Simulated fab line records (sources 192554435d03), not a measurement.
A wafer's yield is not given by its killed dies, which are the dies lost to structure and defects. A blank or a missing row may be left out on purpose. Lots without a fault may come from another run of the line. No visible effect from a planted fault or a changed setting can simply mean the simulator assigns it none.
The tool behind it: which one? || flow n5Finfet || Sampling: 24 lots, 72 wafers, 4 of 1938 route steps

WHAT EACH GAUGE READ, for each wafer
N5_MIM_TOP_LITHO_CD_MEAS_08 targets a cd of 2000 nm.
{"lot": "L074", "measured": "day 13 01:36", "on": "cdSem-02", "cdNm (nm)": "2000.3 2001.1 1998.5"}
{"lot": "L075", "measured": "day 13 20:40", "on": "cdSem-02", "cdNm (nm)": "2002.7 2006.5 2002.0"}
{"lot": "L078", "measured": "day 14 10:53", "on": "cdSem-02", "cdNm (nm)": "2000.0 1998.6 1997.6"}
{"lot": "L076", "measured": "day 14 11:23", "on": "cdSem-03", "cdNm (nm)": "2001.9 2001.4 2003.1"}
{"lot": "L077", "measured": "day 14 14:31", "on": "cdSem-02", "cdNm (nm)": "1999.1 2002.1 2000.5"}
{"lot": "L079", "measured": "day 14 22:01", "on": "cdSem-02", "cdNm (nm)": "1998.1 2002.2 2000.3"}
{"lot": "L083", "measured": "day 15 00:29", "on": "cdSem-03", "cdNm (nm)": "1997.5 1998.6 1998.9"}
{"lot": "L082", "measured": "day 15 03:27", "on": "cdSem-02", "cdNm (nm)": "1999.0 2002.9 2002.6"}
{"lot": "L080", "measured": "day 15 13:44", "on": "cdSem-03", "cdNm (nm)": "1997.9 2000.5 1997.6"}
{"lot": "L084", "measured": "day 16 05:04", "on": "cdSem-03", "cdNm (nm)": "1999.7 1999.0 1998.8"}
{"lot": "L081", "measured": "day 16 06:11", "on": "cdSem-03", "cdNm (nm)": "1999.7 1995.5 1998.7"}
{"lot": "L085", "measured": "day 16 09:20", "on": "cdSem-01", "cdNm (nm)": "1997.1 2003.9 2001.2"}
{"lot": "L088", "measured": "day 17 01:41", "on": "cdSem-02", "cdNm (nm)": "1996.5 2002.0 1998.3"}
{"lot": "L087", "measured": "day 17 04:01", "on": "cdSem-01", "cdNm (nm)": "2002.2 1998.2 1997.8"}
{"lot": "L089", "measured": "day 17 04:55", "on": "cdSem-01", "cdNm (nm)": "2002.1 2001.9 2002.7"}
{"lot": "L086", "measured": "day 17 22:55", "on": "cdSem-02", "cdNm (nm)": "2001.5 2002.4 2001.8"}
{"lot": "L091", "measured": "day 17 23:50", "on": "cdSem-02", "cdNm (nm)": "2001.3 2001.2 2002.3"}
{"lot": "L093", "measured": "day 18 13:59", "on": "cdSem-01", "cdNm (nm)": "1999.2 2003.3 2001.5"}
{"lot": "L092", "measured": "day 18 19:14", "on": "cdSem-01", "cdNm (nm)": "2001.6 2000.6 2000.0"}
{"lot": "L094", "measured": "day 19 16:20", "on": "cdSem-02", "cdNm (nm)": "1997.5 2000.7 2000.9"}
{"lot": "L090", "measured": "day 20 02:44", "on": "cdSem-02", "cdNm (nm)": "2000.1 2004.1 2000.7"}
{"lot": "L097", "measured": "day 20 11:38", "on": "cdSem-03", "cdNm (nm)": "1995.4 2000.7 2002.9"}
{"lot": "L096", "measured": "day 20 11:53", "on": "cdSem-01", "cdNm (nm)": "2000.7 2001.3 2002.1"}
{"lot": "L095", "measured": "day 20 23:07", "on": "cdSem-01", "cdNm (nm)": "2002.0 1999.9 2000.8"}

N5_MIM_BOT_LITHO_OVL_MEAS_11.
{"lot": "L074", "measured": "day 13 02:29", "on": "overlay-01", "MIM_BOT_OVL (nm)": "-2 15 8"}
{"lot": "L075", "measured": "day 13 21:33", "on": "overlay-02", "MIM_BOT_OVL (nm)": "0 9 5"}
{"lot": "L078", "measured": "day 14 11:52", "on": "overlay-02", "MIM_BOT_OVL (nm)": "5 2 1"}
{"lot": "L076", "measured": "day 14 12:11", "on": "overlay-01", "MIM_BOT_OVL (nm)": "7 9 9"}
{"lot": "L077", "measured": "day 14 15:30", "on": "overlay-01", "MIM_BOT_OVL (nm)": "12 12 6"}
{"lot": "L079", "measured": "day 14 22:59", "on": "overlay-02", "MIM_BOT_OVL (nm)": "5 4 -3"}
{"lot": "L083", "measured": "day 15 01:23", "on": "overlay-01", "MIM_BOT_OVL (nm)": "9 7 6"}
{"lot": "L082", "measured": "day 15 04:13", "on": "overlay-02", "MIM_BOT_OVL (nm)": "2 2 8"}
{"lot": "L080", "measured": "day 15 14:39", "on": "overlay-02", "MIM_BOT_OVL (nm)": "11 2 3"}
{"lot": "L084", "measured": "day 16 06:31", "on": "overlay-02", "MIM_BOT_OVL (nm)": "-3 -9 0"}
{"lot": "L081", "measured": "day 16 07:53", "on": "overlay-02", "MIM_BOT_OVL (nm)": "11 2 6"}
{"lot": "L085", "measured": "day 16 10:40", "on": "overlay-02", "MIM_BOT_OVL (nm)": "5 -7 -2"}
{"lot": "L088", "measured": "day 17 02:39", "on": "overlay-02", "MIM_BOT_OVL (nm)": "3 9 4"}
{"lot": "L087", "measured": "day 17 05:16", "on": "overlay-01", "MIM_BOT_OVL (nm)": "5 10 11"}
{"lot": "L089", "measured": "day 17 05:41", "on": "overlay-02", "MIM_BOT_OVL (nm)": "0 2 -6"}
{"lot": "L086", "measured": "day 18 00:01", "on": "overlay-02", "MIM_BOT_OVL (nm)": "17 18 13"}
{"lot": "L091", "measured": "day 18 00:37", "on": "overlay-02", "MIM_BOT_OVL (nm)": "5 8 2"}
{"lot": "L093", "measured": "day 18 15:05", "on": "overlay-01", "MIM_BOT_OVL (nm)": "-4 1 6"}
{"lot": "L092", "measured": "day 18 20:00", "on": "overlay-01", "MIM_BOT_OVL (nm)": "10 9 2"}
{"lot": "L094", "measured": "day 19 17:05", "on": "overlay-02", "MIM_BOT_OVL (nm)": "5 17 1"}
{"lot": "L090", "measured": "day 20 03:36", "on": "overlay-02", "MIM_BOT_OVL (nm)": "6 6 11"}
{"lot": "L097", "measured": "day 20 12:44", "on": "overlay-01", "MIM_BOT_OVL (nm)": "5 -5 -1"}
{"lot": "L096", "measured": "day 20 12:53", "on": "overlay-01", "MIM_BOT_OVL (nm)": "4 -4 3"}
{"lot": "L095", "measured": "day 21 00:55", "on": "overlay-02", "MIM_BOT_OVL (nm)": "1 -6 3"}

N5_MIM_BOT_LITHO_INSPECT_12: inspects for defects (macro).
{"lot": "L074", "measured": "day 13 02:31", "on": "defectInspect-02", "rawDefectCount": "0 0 2"}
{"lot": "L075", "measured": "day 13 21:34", "on": "defectInspect-01", "rawDefectCount": "3 0 2"}
{"lot": "L078", "measured": "day 14 11:53", "on": "defectInspect-02", "rawDefectCount": "3 1 1"}
{"lot": "L076", "measured": "day 14 12:12", "on": "defectInspect-02", "rawDefectCount": "2 2 1"}
{"lot": "L077", "measured": "day 14 15:31", "on": "defectInspect-02", "rawDefectCount": "1 1 1"}
{"lot": "L079", "measured": "day 14 23:01", "on": "defectInspect-01", "rawDefectCount": "0 2 0"}
{"lot": "L083", "measured": "day 15 01:25", "on": "defectInspect-02", "rawDefectCount": "3 2 1"}
{"lot": "L082", "measured": "day 15 04:14", "on": "defectInspect-01", "rawDefectCount": "1 2 1"}
{"lot": "L080", "measured": "day 15 14:40", "on": "defectInspect-01", "rawDefectCount": "2 1 3"}
{"lot": "L084", "measured": "day 16 06:32", "on": "defectInspect-02", "rawDefectCount": "2 3 1"}
{"lot": "L081", "measured": "day 16 07:54", "on": "defectInspect-01", "rawDefectCount": "2 1 3"}
{"lot": "L085", "measured": "day 16 10:41", "on": "defectInspect-01", "rawDefectCount": "4 2 2"}
{"lot": "L088", "measured": "day 17 02:41", "on": "defectInspect-02", "rawDefectCount": "0 2 0"}
{"lot": "L087", "measured": "day 17 05:17", "on": "defectInspect-01", "rawDefectCount": "4 2 2"}
{"lot": "L089", "measured": "day 17 05:43", "on": "defectInspect-01", "rawDefectCount": "2 1 2"}
{"lot": "L086", "measured": "day 18 00:03", "on": "defectInspect-02", "rawDefectCount": "1 0 5"}
{"lot": "L091", "measured": "day 18 00:39", "on": "defectInspect-02", "rawDefectCount": "2 3 4"}
{"lot": "L093", "measured": "day 18 15:06", "on": "defectInspect-01", "rawDefectCount": "2 2 0"}
{"lot": "L092", "measured": "day 18 20:01", "on": "defectInspect-02", "rawDefectCount": "1 4 2"}
{"lot": "L094", "measured": "day 19 17:07", "on": "defectInspect-01", "rawDefectCount": "2 2 3"}
{"lot": "L090", "measured": "day 20 03:38", "on": "defectInspect-01", "rawDefectCount": "2 2 2"}
{"lot": "L097", "measured": "day 20 12:46", "on": "defectInspect-02", "rawDefectCount": "2 0 1"}
{"lot": "L096", "measured": "day 20 12:55", "on": "defectInspect-02", "rawDefectCount": "3 1 1"}
{"lot": "L095", "measured": "day 21 00:56", "on": "defectInspect-02", "rawDefectCount": "6 4 1"}

WHAT TOOL EACH LOT RAN ON (gives the tool, then ch and the chambers of the sampled wafers, and finally the start)
{"lot": "L074", "N5_BEOL_M15_SPUTTER_45": "pvdSputter-01, day 12 20:53"}
{"lot": "L075", "N5_BEOL_M15_SPUTTER_45": "pvdSputter-03, day 13 15:59"}
{"lot": "L078", "N5_BEOL_M15_SPUTTER_45": "pvdSputter-03, day 14 04:51"}
{"lot": "L076", "N5_BEOL_M15_SPUTTER_45": "pvdSputter-02, day 14 06:31"}
{"lot": "L077", "N5_BEOL_M15_SPUTTER_45": "pvdSputter-03, day 14 10:05"}
{"lot": "L079", "N5_BEOL_M15_SPUTTER_45": "pvdSputter-03, day 14 17:51"}
{"lot": "L083", "N5_BEOL_M15_SPUTTER_45": "pvdSputter-01, day 14 19:15"}
{"lot": "L082", "N5_BEOL_M15_SPUTTER_45": "pvdSputter-02, day 14 23:40"}
{"lot": "L080", "N5_BEOL_M15_SPUTTER_45": "pvdSputter-01, day 15 09:49"}
{"lot": "L084", "N5_BEOL_M15_SPUTTER_45": "pvdSputter-03, day 15 23:31"}
{"lot": "L081", "N5_BEOL_M15_SPUTTER_45": "pvdSputter-02, day 16 02:38"}
{"lot": "L085", "N5_BEOL_M15_SPUTTER_45": "pvdSputter-02, day 16 05:32"}
{"lot": "L088", "N5_BEOL_M15_SPUTTER_45": "pvdSputter-02, day 16 17:49"}
{"lot": "L087", "N5_BEOL_M15_SPUTTER_45": "pvdSputter-03, day 16 18:10"}
{"lot": "L089", "N5_BEOL_M15_SPUTTER_45": "pvdSputter-03, day 17 00:56"}
{"lot": "L086", "N5_BEOL_M15_SPUTTER_45": "pvdSputter-03, day 17 17:52"}
{"lot": "L091", "N5_BEOL_M15_SPUTTER_45": "pvdSputter-02, day 17 18:12"}
{"lot": "L093", "N5_BEOL_M15_SPUTTER_45": "pvdSputter-02, day 18 06:57"}
{"lot": "L092", "N5_BEOL_M15_SPUTTER_45": "pvdSputter-03, day 18 14:24"}
{"lot": "L094", "N5_BEOL_M15_SPUTTER_45": "pvdSputter-03, day 19 03:51"}
{"lot": "L090", "N5_BEOL_M15_SPUTTER_45": "pvdSputter-03, day 19 22:00"}
{"lot": "L097", "N5_BEOL_M15_SPUTTER_45": "pvdSputter-02, day 20 02:41"}
{"lot": "L096", "N5_BEOL_M15_SPUTTER_45": "pvdSputter-02, day 20 04:52"}
{"lot": "L095", "N5_BEOL_M15_SPUTTER_45": "pvdSputter-03, day 20 14:04"}
- N5_BEOL_M15_SPUTTER_45: material Cu, target thk 100 nm, time 16.67 s.

WHAT THE TOOLS THEMSELVES READ (means of the sampled wafers that have a number; where no wafer has one, the mark that the record gives instead)
N5_BEOL_M15_SPUTTER_45.
{"lot": "L074", "tool": "pvdSputter-01", "biasV (V)": 60.1, "throttleValvePct (%)": 30.1}
{"lot": "L075", "tool": "pvdSputter-03", "biasV (V)": 59.7, "throttleValvePct (%)": 28.9}
{"lot": "L078", "tool": "pvdSputter-03", "biasV (V)": 60.6, "throttleValvePct (%)": 30.5}
{"lot": "L076", "tool": "pvdSputter-02", "biasV (V)": 60.0, "throttleValvePct (%)": 29.6}
{"lot": "L077", "tool": "pvdSputter-03", "biasV (V)": 59.8, "throttleValvePct (%)": 29.9}
{"lot": "L079", "tool": "pvdSputter-03", "biasV (V)": 60.1, "throttleValvePct (%)": 28.8}
{"lot": "L083", "tool": "pvdSputter-01", "biasV (V)": 59.8, "throttleValvePct (%)": 29.9}
{"lot": "L082", "tool": "pvdSputter-02", "biasV (V)": 59.9, "throttleValvePct (%)": 29.4}
{"lot": "L080", "tool": "pvdSputter-01", "biasV (V)": 60.1, "throttleValvePct (%)": 29.4}
{"lot": "L084", "tool": "pvdSputter-03", "biasV (V)": 59.7, "throttleValvePct (%)": 30.0}
{"lot": "L081", "tool": "pvdSputter-02", "biasV (V)": 59.9, "throttleValvePct (%)": 29.6}
{"lot": "L085", "tool": "pvdSputter-02", "biasV (V)": 60.2, "throttleValvePct (%)": 29.3}
{"lot": "L088", "tool": "pvdSputter-02", "biasV (V)": 59.7, "throttleValvePct (%)": 29.2}
{"lot": "L087", "tool": "pvdSputter-03", "biasV (V)": 60.3, "throttleValvePct (%)": 29.6}
{"lot": "L089", "tool": "pvdSputter-03", "biasV (V)": 60.2, "throttleValvePct (%)": 29.4}
{"lot": "L086", "tool": "pvdSputter-03", "biasV (V)": 60.5, "throttleValvePct (%)": 29.2}
{"lot": "L091", "tool": "pvdSputter-02", "biasV (V)": 60.1, "throttleValvePct (%)": 29.9}
{"lot": "L093", "tool": "pvdSputter-02", "biasV (V)": 60.4, "throttleValvePct (%)": 30.0}
{"lot": "L092", "tool": "pvdSputter-03", "biasV (V)": 59.7, "throttleValvePct (%)": 30.3}
{"lot": "L094", "tool": "pvdSputter-03", "biasV (V)": 60.0, "throttleValvePct (%)": 29.4}
{"lot": "L090", "tool": "pvdSputter-03", "biasV (V)": 59.6, "throttleValvePct (%)": 29.6}
{"lot": "L097", "tool": "pvdSputter-02", "biasV (V)": 60.0, "throttleValvePct (%)": 29.4}
{"lot": "L096", "tool": "pvdSputter-02", "biasV (V)": 59.3, "throttleValvePct (%)": 29.5}
{"lot": "L095", "tool": "pvdSputter-03", "biasV (V)": 60.2, "throttleValvePct (%)": 30.0}

THE ANSWER, worked out from the rows above alone
Rule: usual is defined by the lots themselves. The widest of any qualifying gaps counts: lots, ordered by their means at a reading, are off when they make up no more than a third of the lots, leave a main group of 4 or more, and stand apart from it by 3 or more times the standard deviation of that group's means. The tables above print the reading to a certain number of digits; a main group whose means all agree to those digits is not used. A lot without any number at a reading at which 4 lots or more have one is off too. Where the step has rows for the other lots, those lots are counted as sound. First the gauges in route order, then the tools' own readings, where a lot's mean is used as printed above. The first step at which some lot is off is used, and at that step the reading that is off furthest; a lot without a number counts as furthest.
Across all readings shown, no lot is off: no conclusion can be drawn from this.

WHAT HAD BEEN PUT IN BY THE SIMULATOR
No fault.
